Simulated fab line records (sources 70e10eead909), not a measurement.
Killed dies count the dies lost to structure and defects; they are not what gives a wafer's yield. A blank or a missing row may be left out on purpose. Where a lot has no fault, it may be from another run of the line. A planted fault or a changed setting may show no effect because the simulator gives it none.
Struck lot and sound lot, side by side | flow nand harc | 14 steps out of a route of 1302
Sound: the wafers L997.1, L997.3, L997.5. Wafers L990.2, L990.3, L990.6 were the ones struck. The cause comes at the end.
Each step with rows lists, per side, the tool, then ch with its chambers, then its first start. Under that, the readings that differ: sound wafers | struck wafers | difference of the means | sigmas: that difference in standard deviations of wafers without a fault.
alike: a reading whose means differ by less than 2 such deviations, as well as words and numbers matching on both sides. not compared: withheld readings; readings where some wafer has no value; bounds like >300 that might hide an equal value; numbers whose values overlap and for which the record gives no deviation.
Wherever a step has rows on one side only, a row that says differs or no value, or a row with sigmas, the two part there. Numbers that have no deviation but don't overlap get no sigmas and don't part them. A reading that every wafer of one side lacks parts them only if that side has two wafers or more.

first, 6 steps without rows for these wafers: NHARC_A_STAIRCASE_SOFTBAKE_263 (time 170 s); NHARC_A_STAIRCASE_EBR_264; NHARC_A_STAIRCASE_EXPOSE_265 (exposes mask CHOP 200); NHARC_A_STAIRCASE_PEB_266 (peb time 130 s); NHARC_A_STAIRCASE_DEVELOP_267 (time 140 s); NHARC_A_STAIRCASE_HARDBAKE_269 (time 140 s).
NHARC_A_STAIRCASE_DESCUM_270: chemistry O2, time 3 s.
  sound on rie diel-08 ch 0,2,3, day 24 22:41; struck on rie diel-08 ch 1,2, day 21 23:50
  alike: drypump motor current A, o2 flow sccm, oes product au, rf vpp V, showerhead plenum p Torr, throttle valve pct
  not compared: rf hours counter h
NHARC_A_STAIRCASE_ETCH_271: etches the open film in CF4/CHF3.
  sound on rie diel-08 ch 0,1, day 24 22:44; struck on rie diel-08 ch 1,2,3, day 22 00:00
  reading               | sound             | struck            | difference | sigmas
  oes product au (a.u.) | 0.981 0.975 0.968 | 0.919 0.923 0.928 | -0.051     | -2
  alike: bias w, cf4 flow sccm, drypump motor current A, rf vpp V, showerhead plenum p Torr, throttle valve pct
  not compared: rf hours counter h
NHARC_A_STAIRCASE_HM_OPEN_457: chemistry O2/COS.
  sound on rie diel-08 ch 1,2,3; struck on rie diel-08 ch 0,2
  alike: bias w, drypump motor current A, o2 flow sccm, oes product au, rf vpp V, showerhead plenum p Torr, throttle valve pct
  not compared: rf hours counter h
then, 1 step without rows for these wafers: NHARC_A_STAIRCASE_STRIP_458 (strips in O2/COS).
NHARC_A_STAIRCASE_ETCH_451: etches the open film in CF4/O2, target depth 30 nm, overetch 3 nm, time 16.5 s.
  sound on rie diel-08 ch 1,2; struck on rie diel-08 ch 1,2,3
  alike: bias w, cf4 flow sccm, drypump motor current A, o2 flow sccm, oes product au, rf vpp V, showerhead plenum p Torr, throttle valve pct
  not compared: rf hours counter h
NHARC_A_STAIRCASE_ETCH_273: etches the open film in C4F8/O2/Ar, target depth 10200 nm, time 2468.6 s.
  sound on rie diel-08 ch 2,3, day 24 23:30; struck on rie diel-08 ch 1,3, day 22 00:31
  no value came back on the struck wafers for bias w (W), chamber pressure mTorr (mTorr), oes product au (a.u.), rf vpp V (V); on the sound wafers bias w (W) reads 3010 3003 3003
  not compared: rf hours counter h
NHARC_A_STAIRCASE_STRIP_274: strips in O2.
  sound on rie diel-08 ch 0,2,3; struck on rie diel-08 ch 0,1,3
  alike: drypump motor current A, o2 flow sccm, oes product au, rf vpp V, showerhead plenum p Torr, throttle valve pct
  not compared: rf hours counter h
-- jump in the record: it breaks off in module A_STAIRCASE and resumes in module END (first step shown: number 1302 of the route), and 8 days separate the struck wafers' starts before and after --
NHARC_END_SORT_01:
  the record has rows for the struck wafers here (prober-02 ch 0, day 29 15:40) and none for the sound ones

## WHERE THEY PART
First at NHARC_A_STAIRCASE_ETCH_271; last, within this record, at NHARC_END_SORT_01.

WHY: the cause the simulator had injected
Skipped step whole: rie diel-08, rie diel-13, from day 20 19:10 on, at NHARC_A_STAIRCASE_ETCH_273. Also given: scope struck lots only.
